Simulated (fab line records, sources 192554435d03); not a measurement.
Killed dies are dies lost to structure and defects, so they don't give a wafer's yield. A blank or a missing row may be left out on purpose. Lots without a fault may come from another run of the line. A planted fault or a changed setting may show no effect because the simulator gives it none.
A struck lot beside a sound one | flow n5_finfet | 16 steps out of a route of 1938
Sound: wafers L380.3, L380.5, L380.6. Struck: wafers L376.1, L376.4, L376.6. The cause comes at the end.
At each step with rows: each side's tool, then ch and its chambers, then its first start. Under that, the readings that differ: sound wafers | struck wafers | difference of the means | sigmas: that difference in standard deviations of wafers without a fault.
alike: readings whose means differ by less than 2 such deviations, and words and numbers that are the same on both sides. not compared: withheld readings, readings that some wafer has no value for, bounds like >300 that may hide the same value, and numbers for which the record gives no deviation and whose values overlap.
The two part at a step that has a row with sigmas, a row that says differs or no value, or rows on one side only. Numbers that don't overlap but have no deviation are shown without sigmas and don't part them. A reading that every wafer of one side lacks parts them only if that side has two wafers or more.

first, 3 steps without rows for these wafers: N5_BEOL_M2_SPUTTER_79 (material Cu, target thk 4.5 nm, time 8.29 s); N5_BEOL_M2_ANNEAL_80 (time 240 s); N5_BEOL_M2_SPUTTER_81 (material Cu, target thk 4.5 nm, time 8.29 s).
N5_BEOL_M2_ANNEAL_82: time 240 s.
  sound on pvd_sputter-03, day 11 08:55; struck on pvd_sputter-02, day 10 09:41
  alike: heater_power_w
then, 2 steps without rows for these wafers: N5_BEOL_M2_SPUTTER_86 (material Cu, target thk 4.5 nm, time 8.29 s); N5_BEOL_M2_ANNEAL_87 (time 240 s).
N5_BEOL_M2_SPUTTER_88: material Cu, target thk 4.5 nm, time 8.29 s.
  sound on pvd_sputter-03, day 11 09:17; struck on pvd_sputter-02, day 10 10:03
  alike: chamber_pressure_pa, chuck_gas_flow_sccm, substrate_temp_c, throttle_valve_pct
N5_BEOL_M2_ANNEAL_89: time 240 s.
  sound on pvd_sputter-03, day 11 09:22; struck on pvd_sputter-02, day 10 10:08
  alike: heater_power_w
N5_BEOL_M2_SPUTTER_90: material Cu, target thk 4.5 nm, time 8.29 s.
  sound on pvd_sputter-03, day 11 09:30; struck on pvd_sputter-02, day 10 10:16
  alike: chamber_pressure_pa, chuck_gas_flow_sccm, substrate_temp_c, throttle_valve_pct
then, 3 steps without rows for these wafers: N5_BEOL_M2_ANNEAL_91 (time 240 s); N5_BEOL_M2_SPUTTER_92 (material Cu, target thk 4.5 nm, time 8.29 s); N5_BEOL_M2_ANNEAL_93 (time 240 s).
N5_BEOL_M2_SPUTTER_94: material Cu, target thk 4.5 nm, time 8.29 s.
  sound on pvd_sputter-03, day 11 09:56; struck on pvd_sputter-02, day 10 10:43
  no value came back on the struck wafers for chamber_pressure_pa (Pa), chuck_gas_flow_sccm (sccm), substrate_temp_c (C), throttle_valve_pct (%); on the sound wafers chamber_pressure_pa (Pa) reads 0.06999 0.07004 0.07007
N5_BEOL_M2_ANNEAL_95: time 240 s.
  sound on pvd_sputter-03, day 11 10:01; struck on pvd_sputter-02, day 10 10:47
  alike: heater_power_w
N5_BEOL_M4_RC_MEAS_101:
  sound on prober-01 ch 0, day 12 03:37; struck on prober-01 ch 0, day 11 04:42
  reading       | sound          | struck         | difference | sigmas
  DIBL_N (mV/V) | 37.0 37.7 36.9 | 33.6 33.3 31.8 | -4.3       | -2
  DIBL_P (mV/V) | 37.7 38.0 36.7 | 33.7 32.5 30.4 | -5.3       | -3
  SS_P (mV/dec) | 73.4 74.1 73.3 | 72.9 72.1 71.2 | -1.5       | -2
  alike: IOFF_N, IOFF_P, ION_N, ION_P, SS_N, VT_N, VT_P
-- the record jumps here: 4 days lie between the struck wafers' starts before and after (it left off in module BEOL_M4 and takes up again in module PASSIVATION, whose first step shown is number 1936 of the route) --
N5_PASSIVATION_PROBE_49:
  the record has rows for the struck wafers here (prober-01, day 15 07:37) and none for the sound ones

WHERE THEY PART
First at N5_BEOL_M2_SPUTTER_94; last, within this record, at N5_PASSIVATION_PROBE_49.

WHY: what the simulator had put in
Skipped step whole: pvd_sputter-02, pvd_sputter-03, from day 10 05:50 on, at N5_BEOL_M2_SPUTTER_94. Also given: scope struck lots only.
